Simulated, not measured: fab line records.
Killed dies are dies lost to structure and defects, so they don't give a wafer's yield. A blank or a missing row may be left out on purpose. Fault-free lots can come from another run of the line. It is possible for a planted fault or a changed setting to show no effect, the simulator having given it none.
A struck lot beside a sound one || flow nand_harc || 25 out of 1159 route steps
Sound: the wafers L315.1, L315.2, L315.3. Struck: wafers L322.2, L322.4, L322.6. Last of all comes the cause.
Per side, at each step with rows, come the tool, then ch with its chambers, and then its first start. Under that, the readings that differ: sound wafers || struck wafers || difference of the means || sigmas: that difference in standard deviations of wafers without a fault.
alike: same words and numbers on both sides, and readings whose means sit less than 2 such deviations apart. not compared: any withheld reading, any reading some wafer has no value for, any bound like >300 that may hide the same value, and any number with overlapping values for which the record gives no deviation.
The two part at a step that has a row with sigmas, a row that says differs or no value, or rows on one side only. When numbers do not overlap yet have no deviation, they are printed without sigmas and do not part them. A reading that every wafer of one side lacks parts them only if that side has two wafers or more.

first, 2 steps without rows for these wafers: NHARC_A_WL_FILL_PRECLEAN_30 (cleans in dHF, time 10 s); NHARC_A_WL_FILL_SRD_14.
NHARC_A_WL_FILL_ALD_19: deposits TiN, target thk 2 nm, pulse time 3 s, ald cycles 100.
  sound on ald_metal-04 ch 0,1,3, day 19 11:35; struck on ald_metal-04 ch 1,3, day 21 21:54
  alike: heater_power_w, precursor_pulse_height_rel
then, 1 step without rows for these wafers: NHARC_A_WL_FILL_CVD_20 (deposits W, target thk 75 nm, time 5064 s).
NHARC_A_WL_FILL_CMP_12: polishes, t overpolish 30 s, target thk 75 nm.
  sound on cmp-03 ch 1,2,3, day 20 07:53; struck on cmp-04 ch 0,2, day 23 04:14
  alike: edge_zone_pressure_frac, motor_current_A, overpolish_run_s, time_to_endpoint_s
next, for these wafers, 1 step has no rows: NHARC_A_WL_FILL_SRD_31.
NHARC_A_WL_FILL_INSPECT_15:
  sound: defect_inspect-02 at day 20 08:22; struck: defect_inspect-01 at day 23 04:44
  alike: raw_defect_count
NHARC_A_CONTACT_DEP_24: deposits SiO2, target thk 500 nm.
  sound on pecvd-04 ch 0,1,2, day 20 08:29; struck on pecvd-04 ch 0,1, day 23 04:55
  alike: heater_power_w, throttle_valve_pct
NHARC_A_CONTACT_DEP_28: deposits aC, target thk 3600 nm.
  sound on acl_dep-02 ch 0, day 20 12:41; struck on acl_dep-03 ch 0, day 23 07:10
  alike: throttle_valve_pct
NHARC_A_CONTACT_DEP_29: deposits SiON, target thk 70 nm.
  sound on pecvd-04 ch 0,1,2, day 20 14:53; struck on pecvd-04 ch 0,2, day 23 09:01
  alike: heater_power_w
then, 10 steps without rows for these wafers: NHARC_A_CONTACT_DEHYDRATE_32 (time 120 s); NHARC_A_CONTACT_HMDS_33 (time 30 s); NHARC_A_CONTACT_COAT_34 (time 75 s); NHARC_A_CONTACT_COAT_35 (time 65 s); NHARC_A_CONTACT_COAT_36 (resist thk 90 nm); NHARC_A_CONTACT_SOFTBAKE_37 (time 55 s); NHARC_A_CONTACT_EBR_38; NHARC_A_CONTACT_EXPOSE_39 (exposes mask A CC 3); NHARC_A_CONTACT_PEB_40 (peb time 65 s); NHARC_A_CONTACT_DEVELOP_41 (develop time 35 s).
NHARC_A_CONTACT_CD_MEAS_42 targets a cd of 200 nm.
  sound on cd_sem-03 ch 0, day 20 15:37; struck on cd_sem-01 ch 0, day 23 09:43
  alike: cd_nm
NHARC_A_CONTACT_OVL_MEAS_43:
  sound: overlay-01 at day 20 15:42; struck: overlay-01 at day 23 09:48
  alike: overlay_x_nm, overlay_y_nm
NHARC_A_CONTACT_INSPECT_44:
  sound: defect_inspect-02 at day 20 15:44; struck: defect_inspect-02 at day 23 09:50
{"reading": "raw_defect_count", "sound": "12 12 11", "struck": "784 793 793", "difference": "+778", "sigmas": "+52"}
NHARC_A_CONTACT_DESCUM_47: chemistry O2, time 3 s.
  sound on rie_diel-06 ch 0,2,3, day 20 15:48; struck on rie_diel-04 ch 2,3, day 23 09:54
  alike: drypump_motor_current_A, mfc_ar_sccm, oes_product_au, rf_vpp_V, showerhead_plenum_p_Torr, throttle_valve_pct
  not compared: rf_hours_counter_h
-- the record jumps here: 5 days lie between the struck wafers' starts before and after (it left off in module A_CONTACT and takes up again in module END, whose first step shown is number 1159 of the route) --
NHARC_END_SORT_01:
  sound on prober-02 ch 0, day 25 23:42; struck on prober-02 ch 0, day 28 07:02
{"reading": "killed_at_array", "sound": "22 20 14", "struck": "135 133 122", "difference": "+111", "sigmas": "+10"}
{"reading": "killed_dies", "sound": "27 26 22", "struck": "139 134 123", "difference": "+107", "sigmas": "+9"}
  alike: killed_at_other, killed_at_periphery, killed_open, killed_short

WHERE THEY PART
Earliest at NHARC_A_CONTACT_INSPECT_44; latest, in this record, at NHARC_END_SORT_01.

WHY: the cause the simulator had injected
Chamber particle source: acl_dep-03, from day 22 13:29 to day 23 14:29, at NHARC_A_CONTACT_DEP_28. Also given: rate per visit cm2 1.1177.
